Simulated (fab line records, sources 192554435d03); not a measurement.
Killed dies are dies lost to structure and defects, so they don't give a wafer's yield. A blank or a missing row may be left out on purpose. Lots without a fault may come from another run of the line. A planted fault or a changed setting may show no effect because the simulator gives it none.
Problem report in the 8D (eight disciplines) form, filled by code | flow n5_finfet | the parts of the form that need people (team, actions taken, sign-off) are left out

1. THE PROBLEM
trench_depth_nm at N5_BEOL_M7_OCD_MEAS_38 reads a mean of 83.2 nm on 3 wafers of 2 lots; wafers without a fault read 92.8 nm with a standard deviation of 1. That is -9.6 standard deviations from the usual mean.
First seen on wafer L321.1, day 16 19:43, on ocd-01. The record holds 27 wafers of 9 lots with a number at this step. Rule for "out", or "out of limits": more than 4 standard deviations from the usual mean. The other wafers with a number count as sound.

2. WHAT IT IS AND WHAT IT IS NOT
question                    | is                     | is not
which readings at this step | trench_depth_nm        | -
which lots                  | L321, L322             | L300, L302, L303, L304, L307, L312, L323
which wafers of those lots  | L321.1, L321.4, L322.6 | L321.5, L322.1, L322.4
read on which gauges        | ocd-01, ocd-02         | -
when                        | from day 16 19:43      | up to then (19 sound wafers); but 5 sound wafers of L322, L323 came after

3. SUSPECTS, AND WHAT RULES EACH OUT
Counting: a tool at a process step up to the reading stays a suspect if it ran every lot that is out. Sound lots after the first of them don't rule it out here, since some wafers of a struck lot are sound.
- the gauge at N5_BEOL_M7_OCD_MEAS_38: ruled out. The wafers that are out were read on 2 gauges (ocd-01, ocd-02).
- rie_diel-02 at N5_BEOL_M7_DESCUM_33 (chemistry O2, time 7 s): kept. It ran every lot that is out, first L321 (day 16 19:17); its last sound lot up to then is L312 (day 14 02:28).
- rie_diel-02 at N5_BEOL_M7_TRENCH_ETCH_37 (etches SiCOH lowk in C4F6/O2, target depth 93.478 nm, time 31.2 s): kept. It ran every lot that is out, first L321 (day 16 19:33); its last sound lot up to then is L312 (day 14 02:44). Its own readings are out on those wafers: rf_fwd_power_W, rf_vpp_V.
- Within rie_diel-02 at N5_BEOL_M7_DESCUM_33: the wafers that are out ran in chamber 2; their sound lot-mates ran in chambers 0, 3.
- Within rie_diel-02 at N5_BEOL_M7_TRENCH_ETCH_37: the wafers that are out ran in chamber 2; their sound lot-mates ran in chambers 0, 3.
Left after counting: rie_diel-02 at N5_BEOL_M7_DESCUM_33, rie_diel-02 at N5_BEOL_M7_TRENCH_ETCH_37.

4. THE CAUSE (what the simulator had put in)
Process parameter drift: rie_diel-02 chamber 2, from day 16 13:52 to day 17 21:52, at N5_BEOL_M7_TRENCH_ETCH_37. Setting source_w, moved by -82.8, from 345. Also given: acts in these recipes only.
Counting left 2 suspects, and this tool is among them.

5. THE CHAIN OF EFFECTS, in route order
Each row: a reading whose mean over the struck wafers that have a number lies more than 3 standard deviations from the usual. Only readings for which the record gives a usual standard deviation are gone through. hours: the time from each lot's start at the first step in this table that gives one to its start at this step, as a median over the lots. sigmas: the change in usual standard deviations.
hours | step                      | reading         | usual        | on struck wafers | change | sigmas
0     | N5_BEOL_M7_TRENCH_ETCH_37 | rf_fwd_power_W  | 340.6 W      | 257.4            | -83.2  | -46
0     | N5_BEOL_M7_TRENCH_ETCH_37 | rf_vpp_V        | 667 V        | 765              | +98    | +16
0     | N5_BEOL_M7_OCD_MEAS_38    | trench_depth_nm | 92.8 nm      | 83.2             | -9.6   | -9.6
3     | N5_BEOL_M7_THK_MEAS_53    | M7_THK          | 79.2 nm      | 69.6             | -9.6   | -6.0
4     | N5_BEOL_M7_RS_MEAS_57     | M7_RS           | 0.290 ohm/sq | 0.338            | +0.048 | +7.8
The process steps in it:
- N5_BEOL_M7_TRENCH_ETCH_37: etches SiCOH lowk in C4F6/O2, target depth 93.478 nm, time 31.2 s.

6. WHAT WOULD HAVE CAUGHT IT SOONER
In this record the first reading out of limits at a measuring or inspecting step was taken at day 16 19:43, 6 hours after the fault began at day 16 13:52.
The tool's own readings at N5_BEOL_M7_TRENCH_ETCH_37 were out on every struck wafer that the step has a row for (rf_fwd_power_W, rf_vpp_V): an alarm limit on them would have fired on the first of those.
Of the lots that are out (2), L322 began N5_BEOL_M7_TRENCH_ETCH_37 on rie_diel-02 after day 16 19:43. A hold on the tool at that time would have spared it.
